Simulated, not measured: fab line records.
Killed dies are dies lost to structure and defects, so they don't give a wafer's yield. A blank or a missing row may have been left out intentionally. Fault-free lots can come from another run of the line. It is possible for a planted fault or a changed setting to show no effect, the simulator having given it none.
What tool caused it? | flow nand_harc | 36 wafers from 12 lots sampled at 7 of the route's 1302 steps

WHAT THE GAUGES SHOWED, per wafer
NHARC_A_ONON_D1_THK_MEAS_18: measures by ellipsometry. Usual: thk_nm 1002 nm, standard deviation 8.6.
lot  | measured     | on            | thk_nm (nm)    | flag
L416 | day 8 06:00  | film_metro-02 | 996 999 996    |
L417 | day 8 21:57  | film_metro-01 | 998 998 998    |
L420 | day 10 01:07 | film_metro-02 | 1016 1015 1014 |
L422 | day 11 01:53 | film_metro-01 | 1001 1000 1000 |
L425 | day 11 19:26 | film_metro-02 | 985 986 985    |
L428 | day 13 01:41 | film_metro-01 | 1010 1010 1011 |
L429 | day 14 08:36 | film_metro-02 | 1011 1012 1009 |
L431 | day 14 17:20 | film_metro-02 | 998 996 998    |
L436 | day 16 21:29 | film_metro-01 | 996 995 996    |
L437 | day 17 00:58 | film_metro-01 | 1003 1003 1007 |
L438 | day 17 11:20 | film_metro-02 | 986 989 988    |
L439 | day 17 17:54 | film_metro-01 | 1013 1012 1011 |

NHARC_A_ONON_D1_INSPECT_32. Usual: raw_defect_count 71, standard deviation 22.
lot  | measured     | on                | raw_defect_count | flag
L416 | day 8 08:47  | defect_inspect-01 | 68 79 97         |
L417 | day 9 00:49  | defect_inspect-01 | 93 93 129        |
L420 | day 10 03:58 | defect_inspect-01 | 48 93 68         |
L422 | day 11 04:41 | defect_inspect-01 | 99 56 101        |
L425 | day 11 22:14 | defect_inspect-02 | 106 101 82       |
L428 | day 13 04:32 | defect_inspect-02 | 70 38 78         |
L429 | day 14 11:26 | defect_inspect-02 | 72 68 42         |
L431 | day 14 20:10 | defect_inspect-01 | 72 89 55         |
L436 | day 17 00:26 | defect_inspect-02 | 75 116 101       |
L437 | day 17 03:46 | defect_inspect-02 | 61 37 81         |
L438 | day 17 14:09 | defect_inspect-01 | 78 66 54         |
L439 | day 17 20:42 | defect_inspect-01 | 53 30 72         |

NHARC_A_CHANNEL_HOLE_D1_CD_MEAS_30. Usual: cd_nm 90.1 nm, standard deviation 1.1.
lot  | measured     | on        | cd_nm (nm)     | flag
L416 | day 8 23:13  | cd_sem-02 | 92.4 88.6 90.6 |
L417 | day 9 12:06  | cd_sem-03 | 89.4 89.7 89.9 |
L420 | day 10 20:15 | cd_sem-03 | 91.7 89.8 89.9 |
L422 | day 11 15:36 | cd_sem-03 | 90.5 90.5 90.5 |
L425 | day 12 09:01 | cd_sem-02 | 91.8 89.3 92.4 |
L428 | day 13 15:57 | cd_sem-01 | - - -          | OFF
L429 | day 14 23:08 | cd_sem-03 | - - -          | OFF
L431 | day 15 06:08 | cd_sem-03 | 91.9 91.0 90.7 |
L436 | day 17 10:45 | cd_sem-03 | 91.1 89.8 90.1 |
L437 | day 17 15:32 | cd_sem-03 | 91.8 89.0 90.8 |
L438 | day 18 02:40 | cd_sem-02 | 92.0 92.4 92.2 |
L439 | day 18 06:54 | cd_sem-01 | 91.0 91.0 91.0 |

NHARC_A_CHANNEL_HOLE_D1_INSPECT_40. Usual: raw_defect_count 71, standard deviation 22.
lot  | measured     | on                | raw_defect_count | flag
L416 | day 8 23:24  | defect_inspect-02 | 58 59 53         |
L417 | day 9 12:17  | defect_inspect-01 | 45 55 35         |
L420 | day 10 20:26 | defect_inspect-01 | 87 101 94        |
L422 | day 11 15:47 | defect_inspect-02 | 80 65 78         |
L425 | day 12 09:12 | defect_inspect-01 | 72 64 66         |
L428 | day 13 16:08 | defect_inspect-01 | 5918 5916 5925   | OFF
L429 | day 14 23:20 | defect_inspect-01 | 5923 5941 6000   | OFF
L431 | day 15 06:20 | defect_inspect-01 | 103 98 85        |
L436 | day 17 10:56 | defect_inspect-02 | 58 54 58         |
L437 | day 17 15:43 | defect_inspect-02 | 55 38 38         |
L438 | day 18 02:50 | defect_inspect-02 | 71 82 65         |
L439 | day 18 07:05 | defect_inspect-01 | 58 63 56         |

NHARC_END_SORT_01. Usual: killed_at_array 55, standard deviation 12; killed_at_other 1.0, standard deviation 1.2; killed_at_periphery 3.9, standard deviation 2.6; killed_dies 60, standard deviation 12; killed_open 3.3, standard deviation 1.9; killed_short 2.5, standard deviation 1.8.
lot  | measured     | on        | killed_at_array | killed_at_other | killed_at_periphery | killed_dies | killed_open | killed_short | flag
L428 | day 29 02:24 | prober-01 | 677 676 677     | 0 0 0           | 0 1 0               | 677 677 677 | 0 1 0       | 1 0 0        | OFF
L429 | day 30 20:06 | prober-02 | 677 677 677     | 0 0 0           | 0 0 0               | 677 677 677 | 0 1 0       | 0 0 0        | OFF

WHICH TOOL RAN EACH LOT (tool, then ch and the chambers of the sampled wafers, then the start)
lot  | NHARC_A_CHANNEL_HOLE_D1_DEP_00 | NHARC_A_CHANNEL_HOLE_D1_ETCH_38
L416 | acl_dep-01 ch 0, day 8 11:59   | rie_diel-07 ch 0,1,2, day 8 14:35
L417 | acl_dep-03 ch 0, day 9 03:01   | rie_diel-07 ch 1,2, day 9 05:29
L420 | acl_dep-02 ch 0, day 10 06:02  | rie_diel-07 ch 1,2,3, day 10 08:57
L422 | acl_dep-03 ch 0, day 11 05:53  | rie_diel-11 ch 0,1,2, day 11 08:52
L425 | acl_dep-02 ch 0, day 11 22:37  | rie_diel-07 ch 0,2, day 12 01:17
L428 | acl_dep-03, day 13 05:34       | rie_diel-10 ch 1,2,3, day 13 07:28
L429 | acl_dep-03, day 14 14:23       | rie_diel-07 ch 0,1, day 14 16:32
L431 | acl_dep-02 ch 0, day 14 20:49  | rie_diel-10 ch 0,2, day 14 23:25
L436 | acl_dep-02 ch 0, day 17 01:50  | rie_diel-07 ch 1,2,3, day 17 04:09
L437 | acl_dep-03 ch 0, day 17 03:50  | rie_diel-10 ch 2,3, day 17 06:46
L438 | acl_dep-03 ch 0, day 17 14:53  | rie_diel-07 ch 1,2, day 17 17:29
L439 | acl_dep-03 ch 0, day 17 21:53  | rie_diel-11 ch 1,2,3, day 18 00:16
- NHARC_A_CHANNEL_HOLE_D1_DEP_00: deposits aC, target thk 3100 nm.
- NHARC_A_CHANNEL_HOLE_D1_ETCH_38: etches the open film in CF4, target depth 39 nm, time 65 s.

WHAT THE TOOLS THEMSELVES READ (means of the sampled wafers that have a number; where no wafer has one, the mark that the record gives instead)
NHARC_A_CHANNEL_HOLE_D1_DEP_00. Usual: susceptor_temp_C 399.95 C, standard deviation 0.2; throttle_valve_pct 34.999 %, standard deviation 0.0088.
lot  | tool       | susceptor_temp_C (C) | throttle_valve_pct (%) | flag
L416 | acl_dep-01 | -                    | 34.990                 | OFF
L417 | acl_dep-03 | 399.95               | 34.996                 |
L420 | acl_dep-02 | -                    | 34.996                 | OFF
L422 | acl_dep-03 | 400.04               | 34.997                 |
L425 | acl_dep-02 | -                    | 35.000                 | OFF
L428 | acl_dep-03 | -                    | -                      | OFF
L429 | acl_dep-03 | -                    | -                      | OFF
L431 | acl_dep-02 | -                    | 35.001                 | OFF
L436 | acl_dep-02 | 399.81               | 35.006                 |
L437 | acl_dep-03 | 400.06               | 34.996                 |
L438 | acl_dep-03 | 399.95               | 34.992                 |
L439 | acl_dep-03 | -                    | 34.997                 | OFF

NHARC_A_CHANNEL_HOLE_D1_ETCH_38. Usual: for bias_w, 100.0 W with a standard deviation of 0.32; for drypump_motor_current_A, 5.5 A with a standard deviation of 0.54; for mfc_ar_sccm, 0.009 sccm with a standard deviation of 0.012; for oes_product_au, 1.000 a.u. with a standard deviation of 0.0097; for rf_vpp_V, 151.1 V with a standard deviation of 1.2; for showerhead_plenum_p_Torr, 1.76 Torr with a standard deviation of 0.076; for throttle_valve_pct, 13.284 % with a standard deviation of 0.0091.
lot  | tool        | bias_w (W) | drypump_motor_current_A (A) | mfc_ar_sccm (sccm) | oes_product_au (a.u.) | rf_vpp_V (V) | showerhead_plenum_p_Torr (Torr) | throttle_valve_pct (%) | flag
L416 | rie_diel-07 | 100.0      | 5.2                         | 0.009              | 1.005                 | 151.3        | 1.76                            | 13.283                 |
L417 | rie_diel-07 | 99.8       | 5.0                         | 0.017              | 1.003                 | 151.8        | 1.78                            | 13.286                 |
L420 | rie_diel-07 | 100.1      | 5.3                         | 0.013              | 1.008                 | 151.0        | 1.77                            | 13.279                 |
L422 | rie_diel-11 | 99.9       | 5.6                         | 0.003              | 0.993                 | 152.0        | 1.78                            | 13.285                 |
L425 | rie_diel-07 | 99.9       | 5.3                         | 0.009              | 0.998                 | 151.2        | 1.80                            | 13.281                 |
L428 | rie_diel-10 | 100.2      | 6.1                         | 0.012              | 0.999                 | 150.9        | 1.74                            | 13.282                 |
L429 | rie_diel-07 | 100.2      | 5.4                         | 0.000              | 0.986                 | 150.6        | 1.75                            | 13.287                 |
L431 | rie_diel-10 | 100.1      | 5.4                         | 0.011              | 1.009                 | 151.3        | 1.77                            | 13.279                 |
L436 | rie_diel-07 | 100.0      | 5.3                         | 0.013              | 1.010                 | 150.9        | 1.77                            | 13.291                 |
L437 | rie_diel-10 | 99.7       | 5.6                         | 0.012              | 0.999                 | 150.0        | 1.71                            | 13.281                 |
L438 | rie_diel-07 | 100.0      | 5.1                         | 0.009              | 1.000                 | 150.6        | 1.72                            | 13.282                 |
L439 | rie_diel-11 | 99.9       | 5.9                         | 0.003              | 0.996                 | 150.3        | 1.71                            | 13.292                 |

THE ANSWER, worked out from the rows above alone
Rule: a lot counts as off when the mean over its wafers that have a number is more than 3 standard deviations away from the usual mean. A lot without any number at a reading at which 4 lots or more have one is off too. All remaining lots with rows at the step are treated as sound. The gauges are gone through in route order, then the tools' own readings, and for those a lot's mean is taken as printed above. At the first step where some lot is off, the reading lying furthest off is the one used; lots without a number count as furthest.
Off at NHARC_A_CHANNEL_HOLE_D1_CD_MEAS_30 (cd_nm): L428, L429. Without a number there: L428, L429.
A tool fits if, at a process step before that reading, it ran every lot that is off, and no sound lot after the first of them. Not tried: the gauges at NHARC_A_CHANNEL_HOLE_D1_CD_MEAS_30; whatever is off there is also off at NHARC_A_CHANNEL_HOLE_D1_INSPECT_40, on other tools, and gauge error can't account for it. None of those tried fits.

WHAT THE SIMULATOR HAD INSERTED
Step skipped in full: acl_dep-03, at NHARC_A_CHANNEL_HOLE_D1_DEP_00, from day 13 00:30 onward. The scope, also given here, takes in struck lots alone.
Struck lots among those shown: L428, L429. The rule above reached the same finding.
